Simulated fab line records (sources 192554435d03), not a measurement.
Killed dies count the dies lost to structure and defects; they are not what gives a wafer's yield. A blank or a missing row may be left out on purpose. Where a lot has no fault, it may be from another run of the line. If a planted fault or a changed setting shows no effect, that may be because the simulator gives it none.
fab line records	flow n5_finfet
record lots=6	wafers=18	last_day=17
route steps=1938 shown GATE_CUT@468 BEOL_M4@1111 PASSIVATION@1936
lots with no fault: from the same line, run without faults
start_h: hours from the record's opening day to when the first of the lot's shown wafers began	wait_h: how many hours have passed since the lot's step before this one	" unchanged from the row above	L1.1+2: several wafers, shown together as one row	- either no value or no given start	* or withheld: withheld	< > ~ a bound
route shown NAME@n: a module of which the file shows steps, and the number in the route of the first	usual: average and standard deviation across the fault-free wafers	same: alike in all rows	chamber/n: place in a boat	sites: readings site by site	_std_site: how widely they spread, as a standard deviation	_edge_site: the outer-site mean with the inner-site mean subtracted	radius_mm: how far each site lies from the wafer's centre	mask NAME#n: copy n	behind: the last tool/chamber to shape the wafer	hold: why the lot went on hold/how many hours it stayed there/how the hold came to an end	device: the transistor (n, p or np) that didn't switch	end of line: tests run on the same wafers once the route is complete	a step with no rows: only its recipe	killed: not the wafer's yield, but the dies lost to structure and defects at the first sort	map: per-die view of a wafer (x killed, . not killed, _ where there is no die)
set.NAME: the setting the step ran with; set.NAME@STEP: the setting that earlier step ran with	model.NAME: the simulator's own value behind a step, which no gauge read
lots seen at some steps along the route; tables by step, rows by wafer
services: when a tool's chamber went out of use (start_h, in hours from the record's first day, below 0 if earlier), for how many hours, and the reason
## steps
# step N5_GATE_CUT_VAPOR_ETCH_60
# recipe chemistry=BCl3/Cl2	target=HfO2	mode=isotropic
# usual drypump_motor_current_A=5.7/0.4	oes_product_au=0.72/0.11
lot.wafer	tool	chamber	start_h	wait_h	drypump_motor_current_A	oes_product_au
L125.2	rie_metal-01	0	84.37	0.0	5.2	0.63
L125.3	"	0	"	"	5.2	0.63
L125.4	"	1	"	"	6.2	0.64
L126.1	rie_metal-02	1	90.79	0.0	5.6	0.88
L126.3	"	1	"	"	5.6	0.88
L126.4	"	0	"	"	5.8	0.66
L130.2	rie_metal-01	1	111.00	0.0	6.2	0.65
L130.5	"	0	"	"	5.2	0.63
L130.6	"	1	"	"	6.2	0.64
L131.1	rie_metal-01	1	114.95	0.0	6.2	0.65
L131.2	"	0	"	"	5.2	0.62
L131.6	"	1	"	"	6.2	0.64
L142.1	rie_metal-02	0	180.33	0.0	5.8	0.65
L142.5	"	1	"	"	5.6	0.84
L142.6	"	0	"	"	5.7	0.65
L143.1	rie_metal-03	1	188.45	0.0	6.2	0.85
L143.3	"	1	"	"	6.2	0.86
L143.5	"	1	"	"	6.2	0.86
# step N5_GATE_CUT_ETCH_58
# recipe chemistry=CH3F/O2	target=SiNx	target_depth_a=170	time_s=128.6	ion_energy_ev=50	pressure_mtorr=30	source_w=415	bias_w=21	Ar_flow_sccm=150	CH3F_flow_sccm=30	O2_flow_sccm=20
# usual drypump_motor_current_A=5.5/0.5	oes_product_au=0.81/0.091	rf_vpp_V=99.1/0.88	showerhead_plenum_p_Torr=1.99/0.067	throttle_valve_pct=16.33/0.22
lot.wafer	tool	chamber	start_h	wait_h	drypump_motor_current_A	oes_product_au	rf_hours_counter_h	rf_vpp_V	showerhead_plenum_p_Torr	throttle_valve_pct
L125.2	rie_diel-03	0	84.42	0.0	5.0	0.70	248	98.0	1.88	16.44
L125.3	"	3	"	"	6.2	0.88	19	98.6	1.98	16.36
L125.4	"	2	"	"	5.1	0.85	75	100.2	2.03	16.31
L126.1	rie_diel-03	3	90.84	0.0	6.2	0.88	21	99.6	1.98	16.38
L126.3	"	1	"	"	5.6	0.75	170	99.0	1.98	16.46
L126.4	"	0	"	"	5.0	0.69	250	98.8	1.88	16.41
L130.2	rie_diel-01	1	111.05	0.0	5.1	0.77	132	98.7	1.94	16.71
L130.5	"	3	"	"	5.6	0.68	-	99.8	2.07	16.37
L130.6	"	0	"	"	5.4	0.68	-	97.7	1.86	16.57
L131.1	rie_diel-01	0	115.00	0.0	5.3	0.68	243	98.0	1.86	16.58
L131.2	"	1	"	"	5.1	0.76	134	99.4	1.94	16.71
L131.6	"	0	"	"	5.4	0.68	-	97.5	1.86	16.56
L142.1	rie_diel-01	1	180.55	0.2	5.1	0.73	159	99.3	1.94	16.77
L142.5	"	2	"	"	5.4	0.92	-	98.3	1.94	15.94
L142.6	"	1	"	"	5.1	0.74	-	98.6	1.94	16.76
L143.1	rie_diel-04	0	188.50	0.0	5.3	0.94	18	99.4	2.05	16.30
L143.3	"	3	"	"	6.4	0.75	147	99.0	2.00	16.50
L143.5	"	3	"	"	6.4	0.75	-	98.1	2.00	16.50
# step N5_GATE_CUT_STRIP_59
# recipe chemistry=N2/H2	time_s=20	power_w=100	temp_c=40	pressure_mtorr=100	rf_frequency_hz=6e+07	bias_power_w=3	n2_flow_sccm=300	h2_flow_sccm=300
# step N5_GATE_CUT_PRECLEAN_31
# recipe temp_c=23	chemistry=DIW	time_s=300
# step N5_GATE_CUT_SRD_32
# recipe time_s=30	temp_c=23	rinse_liquid=diw	dry=ipa_marangoni
# step N5_GATE_CUT_SAC_CAP_01
# recipe material=SiNx	target_thk_a=240	temp_c=400	ald_precursor_family=SiH2I2	ald_co_reactant=N2/H2-plasma	pulse_time_s=1	ald_cycles=480	purge_time_s=2	co_reactant_purge_time_s=2	pressure_torr=2
# usual heater_power_w=821/60	precursor_pulse_height_rel=0.999/0.019
lot.wafer	tool	chamber	start_h	wait_h	heater_power_w	precursor_pulse_height_rel	since_wet_clean_h
L125.2	ald_sin-01	0	84.74	0.0	781	0.970	275
L125.3	"	1	"	"	818	0.989	275
L125.4	"	2	"	"	908	0.992	275
L126.1	ald_sin-01	1	91.33	0.2	844	0.956	281
L126.3	"	3	"	"	805	0.984	281
L126.4	"	0	"	"	797	0.985	281
L130.2	ald_sin-02	3	111.47	0.1	925	0.982	13
L130.5	"	3	112.56	1.2	931	0.989	-
L130.6	"	2	"	"	866	0.987	-
L131.1	ald_sin-02	1	115.32	0.0	838	1.004	16
L131.2	"	3	"	"	941	1.002	16
L131.6	"	2	116.40	1.1	838	1.017	-
L142.1	ald_sin-04	3	180.90	0.1	679	1.030	279
L142.5	"	2	181.98	1.1	767	0.953	-
L142.6	"	1	"	"	847	1.004	-
L143.1	ald_sin-02	3	188.96	0.2	948	0.988	90
L143.3	"	0	"	"	804	0.994	90
L143.5	"	3	190.04	1.2	942	0.996	-
# step N5_GATE_CUT_PECVD_57
# recipe material=SiNx	target_thk_a=210	temp_c=400	precursor=SiH4/NH3/N2	pressure_torr=1.5	rf_w=300
# usual heater_power_w=796/120	showerhead_plenum_p_Torr=5.17/0.052	throttle_valve_pct=39.7/2.2
lot.wafer	tool	chamber	start_h	wait_h	heater_power_w	showerhead_plenum_p_Torr	since_wet_clean_h	throttle_valve_pct
L125.2	pecvd-04	2	86.93	1.1	719	5.18	37	37.2
L125.3	"	1	"	"	659	5.16	1516	43.6
L125.4	"	0	"	"	865	5.13	-	42.1
L126.1	pecvd-04	0	93.53	1.1	798	5.14	797	42.1
L126.3	"	2	"	"	716	5.17	43	37.3
L126.4	"	1	"	"	628	5.15	-	43.9
L130.2	pecvd-03	1	113.67	1.1	812	5.11	1361	37.9
L130.5	"	0	"	"	825	5.11	-	38.5
L130.6	"	2	"	"	968	5.23	-	42.0
L131.1	pecvd-04	1	117.51	1.1	712	5.16	1546	43.8
L131.2	"	0	"	"	811	5.14	821	42.3
L131.6	"	2	"	"	695	5.19	-	37.3
L142.1	pecvd-04	1	183.09	1.1	633	5.18	1612	43.8
L142.5	"	1	"	"	624	5.17	-	43.5
L142.6	"	0	"	"	858	5.14	-	42.5
L143.1	pecvd-02	0	191.15	1.1	716	5.19	1258	38.6
L143.3	"	1	"	"	907	5.20	1983	39.8
L143.5	"	1	"	"	930	5.19	-	39.9
# step N5_GATE_CUT_CMP_02
# recipe stop_on=SiO2	t_overpolish_s=12.7	post_cmp_clean=alkaline_brush	down_force_psi=2.5	platen_rpm=51.8	pad_velocity_m_s=1.0307	target_thk_nm=0
# step N5_GATE_CUT_HM_DEP_46
# recipe material=SiO2	target_thk_a=1300	temp_c=400	precursor=TEOS/O2	pressure_torr=6.5	rf_w=900	teos_flow_sccm=161.4	gas=O2	flow_sccm=2650	time_s=26.6
# usual heater_power_w=585/110	showerhead_plenum_p_Torr=8.36/0.032	throttle_valve_pct=18.5/0.96
lot.wafer	tool	chamber	start_h	wait_h	heater_power_w	showerhead_plenum_p_Torr	since_wet_clean_h	throttle_valve_pct
L125.2	pecvd-04	2	87.34	0.0	492	8.36	37	17.5
L125.3	"	0	"	"	625	8.33	791	19.5
L125.4	"	0	"	"	635	8.35	-	19.8
L126.1	pecvd-04	2	93.93	0.0	403	8.34	44	17.4
L126.3	"	0	"	"	655	8.33	798	19.7
L126.4	"	2	"	"	390	8.37	-	17.2
L130.2	pecvd-03	0	114.07	0.0	460	8.34	637	18.2
L130.5	"	2	"	"	787	8.41	-	19.6
L130.6	"	1	"	"	643	8.34	-	17.8
L131.1	pecvd-03	2	117.92	0.0	754	8.41	2091	19.6
L131.2	"	1	"	"	617	8.32	1366	17.6
L131.6	"	2	"	"	741	8.38	-	19.6
L142.1	pecvd-03	1	183.50	0.0	690	8.32	1431	17.9
L142.5	"	1	"	"	682	8.33	-	17.8
L142.6	"	2	"	"	836	8.37	-	17.7
L143.1	pecvd-04	1	191.56	0.0	458	8.36	1620	20.4
L143.3	"	2	"	"	484	8.35	141	17.8
L143.5	"	0	"	"	638	8.35	-	20.0
# step N5_GATE_CUT_COAT_34
# recipe resist=SOC	temp_c=250	time_s=60	spin_rpm=1500	resist_thk_nm=60
# step N5_GATE_CUT_COAT_35
# recipe resist=SiARC	temp_c=220	time_s=60	spin_rpm=1500	resist_thk_nm=10
# step N5_GATE_CUT_COAT_27
# recipe resist=underlayer	temp_c=205	time_s=60	spin_rpm=1500	resist_thk_nm=10
# usual heater_power_total_W=391.6/1.3	plate_temp_C=205.02/0.16
lot.wafer	tool	chamber	start_h	wait_h	heater_power_total_W	plate_temp_C
L125.2	litho_track-05	0	87.41	-	394.1	205.29
L125.3	"	0	"	"	392.7	205.26
L125.4	"	0	"	"	390.8	205.07
L126.1	litho_track-02	0	94.00	-	392.7	205.21
L126.3	"	0	"	"	392.0	205.19
L126.4	"	0	"	"	393.1	205.19
L130.2	litho_track-02	0	114.14	-	386.5	202.80
L130.5	"	0	"	"	386.8	202.65
L130.6	"	0	"	"	387.1	202.83
L131.1	litho_track-02	0	117.99	-	387.3	202.43
L131.2	"	0	"	"	386.2	202.56
L131.6	"	0	"	"	384.7	202.42
L142.1	litho_track-05	0	183.59	-	391.3	205.04
L142.5	"	0	"	"	391.9	204.89
L142.6	"	0	"	"	391.7	204.91
L143.1	litho_track-05	0	191.63	-	393.0	204.81
L143.3	"	0	"	"	393.9	205.08
L143.5	"	0	"	"	391.2	204.70
# step N5_GATE_CUT_COAT_07
# recipe resist=CAR-EUV	spin_rpm=1500	resist_thk_nm=30
# step N5_BEOL_M4_RC_MEAS_101
# usual DIBL_N=36.5/2.2	DIBL_P=36.9/2.9	IOFF_N=0.17/0.044	IOFF_P=0.22/0.052	ION_N=671/16	ION_P=461/10	SS_N=71.6/0.73	SS_P=73.5/0.79	VT_N=250/4.1	VT_P=-250/4.1
lot.wafer	tool	chamber	start_h	wait_h	DIBL_N[mV/V]	DIBL_P[mV/V]	IOFF_N[nA/um]	IOFF_P[nA/um]	ION_N[uA/um]	ION_P[uA/um]	SS_N[mV/dec]	SS_P[mV/dec]	VT_N[mV]	VT_P[mV]
L125.2	prober-01	0	178.79	0.2	33.2	33.3	0.11	0.14	671	456	70.3	72.2	254	-258
L125.3	"	0	"	"	31.7	33.4	0.09	0.14	645	451	69.8	72.1	259	-257
L125.4	"	0	"	"	34.6	33.1	0.12	0.13	650	444	71.3	72.3	257	-260
L126.1	prober-02	0	196.37	0.0	34.3	33.6	0.11	0.16	662	454	71.5	72.3	253	-252
L126.3	"	0	"	"	39.4	41.3	0.24	0.30	691	467	72.9	73.6	245	-245
L126.4	"	0	"	"	34.4	34.4	0.12	0.19	660	456	70.8	73.4	253	-251
L130.2	prober-02	0	207.89	0.2	36.5	38.1	0.17	0.26	690	476	71.5	73.4	247	-246
L130.5	"	0	"	"	34.6	35.5	0.15	0.23	673	476	71.9	72.8	249	-248
L130.6	"	0	"	"	35.7	37.5	0.17	0.26	686	481	71.3	74.0	248	-248
L131.1	prober-01	0	212.77	0.0	36.6	36.5	0.19	0.21	668	452	73.5	74.4	247	-251
L131.2	"	0	"	"	28.8	27.5	0.08	0.10	642	442	70.4	72.3	257	-261
L131.6	"	0	"	"	36.4	36.8	0.19	0.22	665	454	72.6	74.2	247	-250
L142.1	prober-02	0	290.62	0.0	34.7	34.4	0.14	0.19	666	459	71.3	72.9	250	-249
L142.5	"	0	"	"	36.5	38.7	0.17	0.25	680	472	70.9	74.2	247	-245
L142.6	"	0	"	"	34.5	36.3	0.13	0.22	645	454	70.6	73.6	253	-249
L143.1	prober-01	0	297.06	0.0	37.6	37.8	0.17	0.20	676	458	72.3	73.3	249	-253
L143.3	"	0	"	"	37.8	39.2	0.18	0.23	687	466	72.4	73.8	248	-250
L143.5	"	0	"	"	37.9	39.6	0.18	0.24	679	473	71.4	74.0	246	-248
# step N5_PASSIVATION_PROBE_49
# usual defect_limited_yield=91.3/1.4	killed_at_M0_to_M3=36/10	killed_at_M4_up=13/5.4	killed_at_contacts=12/5.3	killed_at_front_end=39/10	killed_at_other=3.2/2.7	killed_dies=103/16	killed_open=68/13	killed_short=33/6.6	sort_bin_5_function=5.1/0.92	sort_bin_6_memory=3.3/0.68	sort_bin_8_speed=0.1/0.41	sort_n_pass=1077/17	sort_yield_pct=91.2/1.4
# same gross_dies=1180	killed_at_back_side=0	sort_bin_4_leakage[%]=0
lot.wafer	tool	chamber	start_h	wait_h	defect_limited_yield[%]	killed_at_M0_to_M3	killed_at_M4_up	killed_at_contacts	killed_at_front_end	killed_at_other	killed_dies	killed_open	killed_short	sort_bin_5_function[%]	sort_bin_6_memory[%]	sort_bin_8_speed[%]	sort_n_pass	sort_yield_pct[%]
L142.1	prober-01	-	402.36	0.0	91.9	36	8	17	34	0	95	55	38	4.4	3.3	0	1085	91.9
L142.5	prober-01	-	402.56	0.2	90.3	57	3	20	33	1	114	82	31	5.5	3.8	0	1066	90.3
L142.6	prober-01	-	402.61	0.3	90.2	41	11	27	33	4	116	87	26	4.9	4.7	0	1064	90.2
# killed by level:class
L142.1 MOL_CONTACT_COAG:geometric_particle:open=14 BEOL_M0_SAQP:geometric_particle:short=9 STI_FIN_REVEAL:geometric_particle:open=8 STI_FIN_REVEAL:geometric_particle:short=6 GATE_CUT:geometric_particle:short=6 BEOL_M0_SAQP:geometric_particle:open=6 BEOL_M3:geometric_particle:open=5 BEOL_M4:geometric_particle:open=5
L142.5 STI_FIN_REVEAL:geometric_particle:open=17 MOL_CONTACT_COAG:geometric_particle:open=15 BEOL_M2:geometric_particle:open=15 BEOL_M0_SAQP:geometric_particle:short=9 BEOL_M3:geometric_particle:open=9 BEOL_M0:geometric_particle:open=6 BEOL_M1:geometric_particle:open=6 MOL_CONTACT_COAG:geometric_particle:short=5
L142.6 MOL_CONTACT_COAG:geometric_particle:open=23 BEOL_M1:geometric_particle:open=12 BEOL_M2:geometric_particle:open=11 STI_FIN_REVEAL:geometric_particle:open=7 BEOL_M0_SAQP:geometric_particle:open=6 BEOL_M4:geometric_particle:open=6 FIN_SAQP:geometric_particle:open=4 FIN_SAQP:geometric_particle:short=4
## services
tool	chamber	start_h	hours	kind
ald_sin-02	-	62.02	2.1	repair
ald_sin-01	-	62.04	2.5	repair
pecvd-03	1	76.77	5.0	repair
ald_sin-02	-	85.49	14.0	pm
ald_sin-04	-	89.69	1.2	repair
pecvd-03	1	95.60	5.0	scheduled_down
pecvd-04	2	96.11	9.0	repair
rie_diel-04	2	96.27	15.7	repair
pecvd-03	-	96.70	1.1	repair
pecvd-03	2	100.60	2.1	scheduled_down
pecvd-03	0	104.59	2.1	scheduled_down
ald_sin-01	-	112.61	0.8	repair
pecvd-02	-	114.96	5.5	pm
rie_metal-02	-	117.58	0.3	repair
ald_sin-04	3	123.68	6.9	repair
pecvd-04	-	125.96	1.0	repair
rie_diel-04	-	136.35	1.1	repair
rie_diel-04	0	152.81	8.1	repair
rie_metal-03	-	165.67	2.8	pm
rie_diel-04	-	167.56	0.5	repair
ald_sin-01	-	177.04	14.0	pm
pecvd-03	0	179.35	5.6	repair
pecvd-03	-	190.15	1.2	repair
ald_sin-02	-	191.13	14.6	pm
## key
first_sign step=N5_GATE_CUT_COAT_27	reading=plate_temp_C	direction=down	sigmas=15	usual=*	struck=*
effect step=N5_GATE_CUT_COAT_27	reading=heater_power_total_W	direction=down	sigmas=3.9	usual=*	struck=*
met_at N5_GATE_CUT_COAT_27
struck_wafers L130.2,L130.5,L130.6,L131.1,L131.2,L131.6
onset_between 94.00 114.14
fault kind=process_parameter_drift	tool=litho_track-02	chamber=-	onset_h=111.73	steps=N5_GATE_CUT_COAT_27	channel=temp_c	offset=*	shape=step	end_h=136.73	acts_in=*	stated=*
